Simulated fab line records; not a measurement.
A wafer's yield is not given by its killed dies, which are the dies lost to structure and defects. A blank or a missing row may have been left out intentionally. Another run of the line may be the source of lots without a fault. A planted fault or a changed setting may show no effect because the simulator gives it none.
A lot that was struck, set against a sound lot -- flow n5 finfet -- 15 steps out of a route of 1938
Sound: the wafers L317.3, L317.4, L317.6. Struck: wafer L330.1 (left out: L330.3, a lot-mate that was not struck); the cause follows at the end.
Each step with rows lists, per side, the tool, then ch with its chambers, then its first start. Under that, the readings that differ: sound wafers -- struck wafers -- difference of the means -- sigmas: that difference in standard deviations of wafers without a fault.
alike: words and numbers the same on both sides, and readings whose means are apart by under 2 such deviations; not compared: readings that were withheld, readings missing a value for some wafer, numbers with overlapping values and no deviation given by the record, and bounds like >300 which may hide the same value.
The two part at a step that has a row with sigmas, a row that says differs or no value, or rows on one side only. When numbers do not overlap yet have no deviation, they are printed without sigmas and do not part them. A reading that every wafer of one side lacks parts them only if that side has two wafers or more.

N5_BEOL_M10_TRENCH_ETCH_37: etches SiCOH lowk in C4F6/O2, target depth 148.83 nm, time 48 s.
  sound on rie diel-03 ch 0,2; struck on rie diel-06 ch 2
reading,sound,struck,difference,sigmas
showerhead plenum p Torr (Torr),2.72 2.76 2.76,2.99,+0.24,+3
throttle valve pct (%),20.99 21.04 21.03,20.64,-0.38,-3
  alike: drypump motor current A, oes_ar_750_au, oes product au, rf vpp V
  not compared: rf hours counter h
N5_BEOL_M10_ETCH_41: etches SiCN in CH3F/O2, target depth 42.6 nm, time 86 s.
  sound on rie diel-03 ch 0,2; struck on rie diel-06 ch 2
reading,sound,struck,difference,sigmas
rf vpp V (V),295.4 294.9 296.6,301.1,+5.5,+3
showerhead plenum p Torr (Torr),1.90 1.93 1.93,2.11,+0.19,+3
throttle valve pct (%),16.43 16.41 16.42,16.06,-0.36,-2
  alike: drypump motor current A, oes product au
  not compared: rf hours counter h
then, 1 step without rows for these wafers: N5_BEOL_M10_STRIP_77 (strips in N2/H2, time 10 s).
N5_BEOL_M10_OCD_MEAS_38:
  sound on ocd-02 at day 11 09:05; struck on ocd-02 at day 14 04:00
  alike: trench depth nm
then, 4 steps without rows for these wafers: N5_BEOL_M10_HM_STRIP_39 (strips TiN in peroxide tin strip, target depth 25 nm, time 158 s); N5_BEOL_M10_SRD_40 (time 30 s); N5_BEOL_M10_PRECLEAN_42 (cleans in residue remover, time 60 s); N5_BEOL_M10_SRD_43 (time 30 s).
N5_BEOL_M10_CD_MEAS_35: the cd target is 70 nm.
  sound on cd sem-02 at day 11 09:14; struck on cd sem-03 at day 14 04:09
  alike: cd nm
N5_BEOL_M10_CURE_72: cures SiCOH lowk, time 120 s.
  sound on uv cure-03 ch 0, day 11 09:36; struck on uv cure-03 ch 1, day 14 04:11
  alike: lamp power pct, wafer_temp_C_max
N5_BEOL_M10_DEGAS_44: time 60 s.
  sound on pvd sputter-03 at day 11 10:32; struck on pvd sputter-02 at day 14 04:49
  alike: heater power w, susceptor temp C
then, 1 step without rows for these wafers: N5_BEOL_M10_PRE_CLEAN_45 (time 30 s).
N5_BEOL_M10_ALD_74: deposits TaN, target thk 2 nm, pulse time 2 s, purge time 3 s.
  sound on ald metal-02 ch 2,3, day 11 10:38; struck on ald metal-02 ch 1, day 14 04:56
reading,sound,struck,difference,sigmas
ald cycles,40 40 40,47,+7,
model.TaN_of_BEOL_M10_ALD_74.thk nm (nm),2 2 2,2.4,+0.4,
  alike: heater power w, susceptor temp C
N5_BEOL_M10_SURFACE_TREAT_76:
  sound on pvd sputter-03 at day 11 10:58; struck on pvd sputter-02 at day 14 05:13
  alike: ar flow sccm
  not compared: throttle valve pct
then, 1 step without rows for these wafers: N5_PASSIVATION_PROBE_49.

## WHERE THEY PART
Last at N5_BEOL_M10_ETCH_41 as far as this record goes, first at N5_BEOL_M10_TRENCH_ETCH_37. Later steps at which nothing parts them and some readings are alike: N5_BEOL_M10_OCD_MEAS_38, N5_BEOL_M10_CD_MEAS_35, N5_BEOL_M10_CURE_72, N5_BEOL_M10_DEGAS_44, N5_BEOL_M10_ALD_74, N5_BEOL_M10_SURFACE_TREAT_76.

WHY: whatever the simulator had introduced
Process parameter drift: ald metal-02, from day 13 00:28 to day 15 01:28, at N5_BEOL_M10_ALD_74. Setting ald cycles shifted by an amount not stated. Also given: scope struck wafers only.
